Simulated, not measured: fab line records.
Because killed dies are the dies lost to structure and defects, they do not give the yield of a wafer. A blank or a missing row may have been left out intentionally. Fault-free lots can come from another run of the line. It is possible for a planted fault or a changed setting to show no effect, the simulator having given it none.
Problem report, 8D (eight disciplines) form, completed by code -- flow n5 finfet -- the parts of the form that need people (team, actions taken, sign-off) are left out

1. WHAT IS WRONG
Wafers without a fault read 35, standard deviation 10; killed_at_M0_to_M3 at N5_PASSIVATION_PROBE_49 reads a mean of 862 on 3 wafers belonging to 2 lots. That is +83 standard deviations from the usual mean.
Earliest sighting: wafer L539.4 on prober-02 at day 16 22:08. The record has a number at this step for 29 wafers belonging to 10 lots. By rule, "out" or "out of limits" means more than 4 standard deviations away from the usual mean. All remaining wafers that have a number are taken as sound.

2. WHAT IT IS, AND WHAT IT ISN'T
question,is,is not
which readings at this step,"killed_at_M0_to_M3, defect limited yield, killed dies, killed on rim, sort_bin_5_function, sort n pass, sort yield pct","killed_at_M4_up, killed at contacts, killed at other, killed open, sort_bin_4_leakage, sort_bin_6_memory"
which lots,"L539, L541","L522, L523, L525, L526, L527, L528, L531, L533"
which wafers of those lots,"L539.4, L541.4, L541.6","L539.1, L539.2"
read on which tools,"prober-01, prober-02",-
when,from day 16 22:08,up to then (26 sound wafers)

3. WHAT RULES OUT EACH SUSPECT
Counting: any tool at a process step up to the reading remains a suspect provided it ran every lot that is out. Sound lots after the first of them don't rule it out here, since some wafers of a struck lot are sound.
- rie diel-06 at N5_BEOL_M2_ETCH_70 (etches SOC in N2/H2, target depth 80 nm, overetch 24 nm, time 130 s): kept. It processed each lot that is out (first: L539, day 11 06:46); up to then, its last sound lot is L531 (day 9 08:56).
- pvd sputter-02 at N5_PASSIVATION_DEGAS_18 (time 60 s): kept. It ran every lot that is out and that the record shows at this step, first L539 (day 16 16:29); its last sound lot up to then is L533 (day 15 04:29). The record shows only 1 of the 2 lots at this step.
- pecvd-03 at N5_PASSIVATION_PECVD_35 (deposits SiNx from SiH4/NH3/N2, target thk 700 nm, time 151.3 s): kept. It ran every lot that is out and that the record shows at this step, first L539 (day 16 18:26); its last sound lot up to then is L525 (day 13 12:05). The record shows only 1 of the 2 lots at this step.
- rie diel-06 at N5_PASSIVATION_STRIP_48 (strips in O2): kept. It ran every lot that is out and that the record shows at this step, first L539 (day 16 19:30); its last sound lot up to then is L533 (day 15 07:48). The record shows only 1 of the 2 lots at this step.
- Within rie diel-06 at N5_BEOL_M2_ETCH_70: the wafers that are out ran in chambers 0, 3; their sound lot-mates ran in chambers 1, 2.
Left after counting: rie diel-06 at N5_BEOL_M2_ETCH_70, pvd sputter-02 at N5_PASSIVATION_DEGAS_18, pecvd-03 at N5_PASSIVATION_PECVD_35, rie diel-06 at N5_PASSIVATION_STRIP_48.

4. THE CAUSE (what the simulator had put in)
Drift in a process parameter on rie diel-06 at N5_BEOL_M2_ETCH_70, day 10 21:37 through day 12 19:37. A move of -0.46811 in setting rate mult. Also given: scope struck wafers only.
Counting leaves 4 suspects; this tool is one of them.

5. THE EFFECT CHAIN, in route order
Each row: a reading where the mean over the struck wafers with a number is more than 3 standard deviations away from the usual. Readings are gone through only where the record gives a usual standard deviation; hours: the median, over the lots, of the time from a lot's start at the first step in this table giving one to that lot's start at this step; sigmas: the change measured in usual standard deviations.
hours,step,reading,usual,on struck wafers,change,sigmas
0,N5_PASSIVATION_PROBE_49,defect limited yield,90.9 %,19.4,-71.5,-48
0,N5_PASSIVATION_PROBE_49,killed_at_M0_to_M3,35,862,+827,+83
0,N5_PASSIVATION_PROBE_49,killed dies,108,951,+843,+47
0,N5_PASSIVATION_PROBE_49,killed on rim,14,133,+119,+28
0,N5_PASSIVATION_PROBE_49,sort_bin_5_function,5.4 %,76.3,+70.9,+71
0,N5_PASSIVATION_PROBE_49,sort n pass,1072,229,-843,-47
0,N5_PASSIVATION_PROBE_49,sort yield pct,90.9 %,19.4,-71.5,-48
Process steps it contains:
- N5_PASSIVATION_PROBE_49

6. WHAT WOULD HAVE CAUGHT IT SOONER
In this record no reading fell out of limits until day 16 22:08, 145 hours after the fault had begun at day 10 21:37.
Tool readings at N5_BEOL_M2_ETCH_70 with a usual standard deviation given in the record: none out on any struck wafer, hence no alarm at a limit of 4 standard deviations on them.
The start of N5_BEOL_M2_ETCH_70 on rie diel-06 came by day 16 22:08 for every one of the lots that are out (2). Had the tool been put on hold then, not one of them would have been saved.
